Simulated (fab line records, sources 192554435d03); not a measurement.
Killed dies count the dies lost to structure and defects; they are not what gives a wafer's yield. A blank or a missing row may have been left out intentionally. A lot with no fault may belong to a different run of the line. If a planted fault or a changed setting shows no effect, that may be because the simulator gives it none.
Struck lot and sound lot, side by side -- flow n5_finfet -- 16 out of 1938 route steps
Sound: wafers L227.1, L227.2, L227.6. Struck: wafer L236.6; the same lot's L236.1 was not struck, so it is left out; see the end for the cause.
Per side, at each step with rows, come the tool, then ch with its chambers, and then its first start. Under that, the readings that differ: sound wafers -- struck wafers -- difference of the means -- sigmas: that difference in standard deviations of wafers without a fault.
alike: a reading whose means differ by less than 2 such deviations, as well as words and numbers matching on both sides. not compared: withheld readings; readings where some wafer has no value; bounds like >300 that might hide an equal value; numbers whose values overlap and for which the record gives no deviation.
The two part at a step that has a row with sigmas, a row that says differs or no value, or rows on one side only. Non-overlapping numbers with no deviation appear without sigmas and do not part them. A reading that every wafer of one side lacks parts them only if that side has two wafers or more.

first, 1 step without rows for these wafers: N5_BEOL_M4_SPUTTER_90 (material Cu, target thk 4.5 nm, time 8.29 s).
N5_BEOL_M4_ANNEAL_91: time 240 s.
  sound: pvd_sputter-03 at day 11 07:29; struck: pvd_sputter-02 at day 13 08:11
  alike: heater_power_w
N5_BEOL_M4_SPUTTER_92: material Cu, target thk 4.5 nm, time 8.29 s.
  sound: pvd_sputter-03 at day 11 07:37; struck: pvd_sputter-02 at day 13 08:20
reading,sound,struck,difference,sigmas
throttle_valve_pct (%),29.0 28.9 29.5,31.7,+2.6,+2
N5_BEOL_M4_ANNEAL_93: time 240 s.
  sound: pvd_sputter-03 at day 11 07:42; struck: pvd_sputter-02 at day 13 08:25
  alike: heater_power_w
then, 5 steps without rows for these wafers: N5_BEOL_M4_SPUTTER_94 (material Cu, target thk 4.5 nm, time 8.29 s); N5_BEOL_M4_ANNEAL_95 (time 240 s); N5_BEOL_M4_SPUTTER_96 (material Cu, target thk 4.5 nm, time 8.29 s); N5_BEOL_M4_ECD_50 (material Cu, target thk 300 nm); N5_BEOL_M4_ANNEAL_51 (time 90 s).
N5_BEOL_M4_CMP_52: polishes, stops on SiOC, t overpolish 6.8 s, target thk 40 nm.
  sound on cmp-04 ch 0,2, day 11 08:53; struck on cmp-04 ch 3, day 13 09:26
  alike: barrier_field_endpoint_s, motor_current_A, overpolish_run_s, time_to_endpoint_s
N5_BEOL_M4_THK_MEAS_53: measures by xrf.
  sound: film_metro-01 at day 11 09:11; struck: film_metro-01 at day 13 09:37
  alike: M4_THK
N5_BEOL_M4_PRE_CLEAN_60: time 15 s.
  sound on cvd_co-02 ch 1,2, day 11 09:44; struck on cvd_co-01 ch 1, day 13 09:38
reading,sound,struck,difference,sigmas
heater_power_w (W),86 52 51,92,+29,+2
N5_BEOL_M4_CO_CAP_55: material Co, precursor CCTBA/H2, target thk 2 nm, time 102.1 s.
  sound on cvd_co-02 ch 1,2, day 11 09:47; struck on cvd_co-01 ch 1, day 13 09:41
reading,sound,struck,difference,sigmas
heater_power_w (W),232 192 192,249,+44,+2
run_length_s (s),125.2 124.2 124.4,177.7,+53.1,+99 or more
model.Co_of_BEOL_M4_CO_CAP_55.thk_nm (nm),2 2 2,3.2,+1.2,
then, 1 step without rows for these wafers: N5_BEOL_M4_PRE_CLEAN_56 (time 15 s).
N5_BEOL_M4_RC_MEAS_101:
  sound on prober-01 ch 0, day 11 10:04; struck on prober-01 ch 0, day 13 09:55
reading,sound,struck,difference,sigmas
DIBL_P (mV/V),36.1 33.9 36.6,41.0,+5.5,+3
IOFF_N (nA/um),0.155 0.130 0.167,0.226,+0.075,+3
IOFF_P (nA/um),0.20 0.17 0.20,0.27,+0.08,+2
VT_P (mV),-252 -255 -253,-246,+7,+2
  alike: DIBL_N, ION_N, ION_P, SS_N, SS_P, VT_N
-- record jumps: 5 days separate the struck wafers' starts on either side; left off in module BEOL_M4, taken up again in module PASSIVATION, whose first shown step is the route's number 1936 --
N5_PASSIVATION_PROBE_49:
  sound: prober-01 at day 16 05:04; struck: prober-01 at day 17 23:10
reading,sound,struck,difference,sigmas
killed_at_M0_to_M3,28 35 24,49,+20,+2
killed_at_front_end,47 64 48,24,-29,-2
killed_short,37 50 47,29,-16,-2
  alike: defect_limited_yield, killed_at_M4_up, killed_at_contacts, killed_at_other, killed_dies, killed_open, sort_bin_5_function, sort_bin_6_memory, sort_bin_8_speed, sort_n_pass, sort_yield_pct

== WHERE THEY PART ==
First at N5_BEOL_M4_SPUTTER_92; last, within this record, at N5_PASSIVATION_PROBE_49.

WHY: the cause the simulator had injected
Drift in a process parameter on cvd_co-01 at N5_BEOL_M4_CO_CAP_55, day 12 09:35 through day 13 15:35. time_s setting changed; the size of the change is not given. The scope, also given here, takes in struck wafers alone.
